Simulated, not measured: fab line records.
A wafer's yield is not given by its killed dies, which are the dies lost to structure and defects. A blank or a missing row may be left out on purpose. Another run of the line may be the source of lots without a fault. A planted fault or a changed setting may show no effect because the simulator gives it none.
Which tool did it? ; flow n5-finfet ; 12 lots, 36 wafers sampled, at 1 step of a route of 1938

== WHAT THE GAUGES SHOWED, per wafer ==
N5_BEOL_M14_OVL_MEAS_11.
lot;measured;on;V13_OVL (nm)
L075;day 11 15:16;overlay-01;-3 -9 2
L077;day 12 06:12;overlay-01;-3 -6 4
L079;day 12 16:04;overlay-02;0 5 2
L081;day 12 20:11;overlay-01;-3 0 -4
L085;day 13 18:47;overlay-01;3 -2 4
L084;day 14 09:25;overlay-01;-1 4 -3
L086;day 14 17:53;overlay-01;1 3 6
L088;day 15 07:21;overlay-01;-4 -10 -5
L089;day 15 16:55;overlay-01;1 -5 -2
L093;day 15 23:44;overlay-02;0 -6 -7
L095;day 16 22:22;overlay-01;-5 -6 -3
L097;day 17 10:04;overlay-01;-1 -2 1

== WHICH TOOL RAN EACH LOT (tool, then ch and the chambers of the sampled wafers, then the start) ==
Before these readings, the record contains no process step.

== THE ANSWER, worked out from the rows above alone ==
Rule: usual is defined by the lots themselves. Put in order of their means at a reading, lots are off if they are a third of the lots or fewer, leave a main group of 4 or more, and stand apart from it by a gap of 3 or more times the standard deviation of the main group's means; of several such gaps the widest counts. The tables above print the reading to a certain number of digits; a main group whose means all agree to those digits is not used. A lot without any number at a reading at which 4 lots or more have one is off too. Where the step has rows for the other lots, those lots are counted as sound.
Nothing can be told from this: no lot is off at any reading shown.

== WHAT THE SIMULATOR PUT IN ==
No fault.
